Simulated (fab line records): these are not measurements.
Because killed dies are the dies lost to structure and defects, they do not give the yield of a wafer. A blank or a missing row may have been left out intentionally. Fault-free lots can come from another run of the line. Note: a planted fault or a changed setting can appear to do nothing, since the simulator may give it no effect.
Chamber matching / flow nandHarc / cmp-04 running NHARC_A_STAIRCASE_CMP_152: 4 sister chambers
The step polishes. 22 wafers are shown with their chamber, then 11 later ones without.

== WAFERS PAIRED WITH THEIR CHAMBERS ==
wafer=L074.1; chamber=1; motorCurrentA (A)=12.4
wafer=L074.2; chamber=2; motorCurrentA (A)=11.4
wafer=L074.3; chamber=3; motorCurrentA (A)=11.8
wafer=L077.2; chamber=0; motorCurrentA (A)=13.4
wafer=L077.4; chamber=1; motorCurrentA (A)=12.7
wafer=L077.6; chamber=3; motorCurrentA (A)=11.4
wafer=L080.1; chamber=3; motorCurrentA (A)=11.8
wafer=L080.2; chamber=1; motorCurrentA (A)=12.9
wafer=L080.6; chamber=1; motorCurrentA (A)=12.4
wafer=L082.1; chamber=0; motorCurrentA (A)=13.0
wafer=L082.2; chamber=2; motorCurrentA (A)=12.0
wafer=L082.3; chamber=1; motorCurrentA (A)=13.1
wafer=L084.2; chamber=3; motorCurrentA (A)=12.2
wafer=L084.3; chamber=0; motorCurrentA (A)=12.9
wafer=L084.6; chamber=2; motorCurrentA (A)=12.0
wafer=L091.2; chamber=1; motorCurrentA (A)=12.9
wafer=L091.3; chamber=3; motorCurrentA (A)=11.5
wafer=L091.4; chamber=2; motorCurrentA (A)=11.8
wafer=L093.1; chamber=1; motorCurrentA (A)=12.1
wafer=L093.3; chamber=0; motorCurrentA (A)=14.3
wafer=L093.4; chamber=2; motorCurrentA (A)=12.2
wafer=L092.2; chamber=0; motorCurrentA (A)=13.8

SIGNATURES (averages over the wafers above)
reading=motorCurrentA; chamber 0=13.480; chamber 1=12.643; chamber 2=11.880; chamber 3=11.740; scatter within a chamber=0.399
Rule: a wafer lies at a distance from a chamber equal to the root of the sum of squares, over the readings, of (its reading less the chamber's mean, divided by the reading's scatter). If the next closest chamber is less than 2 further off than the closest, the wafer can't be placed; otherwise it belongs to the closest. The scatter: take each reading less its chamber's mean, square it, sum over the shown wafers, divide by the number of wafers less the number of chambers, and take the root.

== WAFERS WHOSE CHAMBER IS MISSING ==
wafer=L092.3; motorCurrentA (A)=12.4
wafer=L092.4; motorCurrentA (A)=11.6
wafer=L095.1; motorCurrentA (A)=11.8
wafer=L095.2; motorCurrentA (A)=12.4
wafer=L095.5; motorCurrentA (A)=11.8
wafer=L094.1; motorCurrentA (A)=12.9
wafer=L094.3; motorCurrentA (A)=11.9
wafer=L094.6; motorCurrentA (A)=12.4
wafer=L097.2; motorCurrentA (A)=13.6
wafer=L097.3; motorCurrentA (A)=13.1
wafer=L097.4; motorCurrentA (A)=12.0

== WHICH CHAMBER EACH WENT THROUGH ==
wafer=L092.3; from the rows above=can't be placed: 1 or 2 or 3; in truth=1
wafer=L092.4; from the rows above=can't be placed: 3 or 2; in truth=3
wafer=L095.1; from the rows above=can't be placed: 3 or 2 or 1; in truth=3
wafer=L095.2; from the rows above=can't be placed: 1 or 2 or 3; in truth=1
wafer=L095.5; from the rows above=can't be placed: 3 or 2 or 1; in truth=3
wafer=L094.1; from the rows above=can't be placed: 1 or 0 or 2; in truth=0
wafer=L094.3; from the rows above=can't be placed: 2 or 3 or 1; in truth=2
wafer=L094.6; from the rows above=can't be placed: 1 or 2 or 3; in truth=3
wafer=L097.2; from the rows above=0; in truth=0
wafer=L097.3; from the rows above=can't be placed: 0 or 1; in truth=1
wafer=L097.4; from the rows above=can't be placed: 2 or 3 or 1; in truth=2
Correctly placed: 1 of 11. Cannot be placed on the basis of these rows: 10; the candidates contain the true chamber in 10. Wrongly placed: 0.
